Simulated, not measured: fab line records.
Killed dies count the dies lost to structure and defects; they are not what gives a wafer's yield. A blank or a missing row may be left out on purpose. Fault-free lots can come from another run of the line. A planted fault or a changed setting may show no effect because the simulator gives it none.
A struck lot beside a sound one + flow n5_finfet + 16 steps out of a route of 1938
Sound: the wafers L936.1, L936.4, L936.5. Struck: wafers L948.3, L948.5 (left out: L948.1, a lot-mate that was not struck); the cause follows at the end.
For every step that has rows: the tool of each side, followed by ch and its chambers, followed by its first start. Under that, the readings that differ: sound wafers + struck wafers + difference of the means + sigmas: that difference in standard deviations of wafers without a fault.
alike: readings whose means differ by less than 2 such deviations, and words and numbers that are the same on both sides. not compared: withheld readings, readings that some wafer has no value for, bounds like >300 that may hide the same value, and numbers for which the record gives no deviation and whose values overlap.
A row with sigmas, a row that says differs or no value, or rows on one side alone: a step with any of these is where the two part. When numbers do not overlap yet have no deviation, they are printed without sigmas and do not part them. A reading missing from all wafers of one side parts the sides only when that side holds two or more wafers.

first, 2 steps without rows for these wafers: N5_GATE_CUT_ETCH_19 (etches SiNx in CH3F/O2, target depth 53.7 nm, time 76.7 s); N5_GATE_CUT_CUT_ETCH_53 (etches W in SF6/Cl2, target depth 79.2 nm).
N5_GATE_CUT_CUT_ETCH_54: etches TiN in Cl2/BCl3, target depth 96.7 nm.
  sound on rie_metal-01 ch 0,1, day 5 10:52; struck on rie_metal-01 ch 0,1, day 8 14:40
  alike: drypump_motor_current_A, etch_rf_on_time_s, oes_product_au, throttle_valve_pct
  not compared: rf_hours_counter_h
then, 1 step without rows for these wafers: N5_GATE_CUT_CUT_ETCH_55 (etches HfO2 in BCl3, target depth 3.2 nm).
N5_GATE_CUT_ETCH_47: etches SiO2 in Cl2/BCl3, target depth 10 nm.
  sound on rie_metal-01 ch 0,1, day 5 10:58; struck on rie_metal-01 ch 0,1, day 8 14:45
  alike: drypump_motor_current_A, oes_product_au, throttle_valve_pct
  not compared: rf_hours_counter_h
then, 1 step without rows for these wafers: N5_GATE_CUT_VAPOR_ETCH_48 (etches TiN in BCl3/Cl2).
N5_GATE_CUT_VAPOR_ETCH_49: etches TiAlC in BCl3/Cl2.
  sound on rie_metal-01 ch 0,1, day 5 11:01; struck on rie_metal-01 ch 0,1, day 8 14:49
  alike: drypump_motor_current_A, oes_product_au
N5_GATE_CUT_VAPOR_ETCH_51: etches HfO2 in BCl3/Cl2.
  sound on rie_metal-01 ch 0,1, day 5 11:03; struck on rie_metal-01 ch 0,1, day 8 14:50
  alike: drypump_motor_current_A, oes_product_au
N5_GATE_CUT_STRIP_21: strips in N2/H2, time 30 s.
  sound on plasma_asher-01 ch 1, day 5 11:06; struck on plasma_asher-01 ch 0,1, day 8 14:53
  alike: drypump_motor_current_A, heater_power_w
  not compared: rf_hours_counter_h
then, 3 steps without rows for these wafers: N5_GATE_CUT_STRIP_29 (strips in post etch residue remover, time 60 s); N5_GATE_CUT_SRD_52 (time 30 s); N5_GATE_CUT_ALD_22 (deposits SiNx, target thk 16 nm, pulse time 1 s, ald cycles 320).
N5_GATE_CUT_CMP_23: polishes, stops on SiO2, t overpolish 23.4 s, target thk 16 nm.
  sound on cmp-04 ch 0,1, day 5 13:17; struck on cmp-04 ch 1, day 8 17:04
| reading                | sound             | struck      | difference | sigmas |
|------------------------|-------------------|-------------|------------|--------|
| platen_rpm (rpm)       | 51.79 51.79 51.84 | 53.86 53.85 | +2.05      | +57    |
| time_to_endpoint_s (s) | 15 20 21          | 26 26       | +7         | +2     |
  alike: edge_zone_pressure_frac, motor_current_A, overpolish_run_s, slurry_filter_dp_kPa
N5_GATE_CUT_THK_MEAS_24:
  struck on film_metro-01, day 8 17:19; sound on film_metro-01, day 5 13:34
  alike: GC_FILL_THK
-- the record jumps here: 5 days lie between the struck wafers' starts before and after (it left off in module GATE_CUT and takes up again in module BEOL_M4, whose first step shown is number 1111 of the route) --
N5_BEOL_M4_RC_MEAS_101:
  sound on prober-02 ch 0, day 10 23:32; struck on prober-01 ch 0, day 14 03:51
| reading       | sound          | struck    | difference | sigmas |
|---------------|----------------|-----------|------------|--------|
| ION_P (uA/um) | 459 465 475    | 447 450   | -18        | -2     |
| VT_P (mV)     | -251 -249 -249 | -259 -257 | -8         | -2     |
  alike: DIBL_N, DIBL_P, IOFF_N, IOFF_P, ION_N, SS_N, SS_P, VT_N
-- here the record skips 5 days between the struck wafers' starts before and after, leaving off in module BEOL_M4 and picking up in module PASSIVATION (first step shown: number 1936 of the route) --
N5_PASSIVATION_PROBE_49:
  the record has rows for the struck wafers here (prober-02, day 18 16:31) and none for the sound ones

## WHERE THEY PART
First at N5_GATE_CUT_CMP_23; last, within this record, at N5_PASSIVATION_PROBE_49.

WHY: what the simulator had put in
cmp-04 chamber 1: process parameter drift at N5_GATE_CUT_CMP_23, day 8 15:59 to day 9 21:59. A move of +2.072 in setting platen_rpm, from 51.8. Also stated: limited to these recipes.
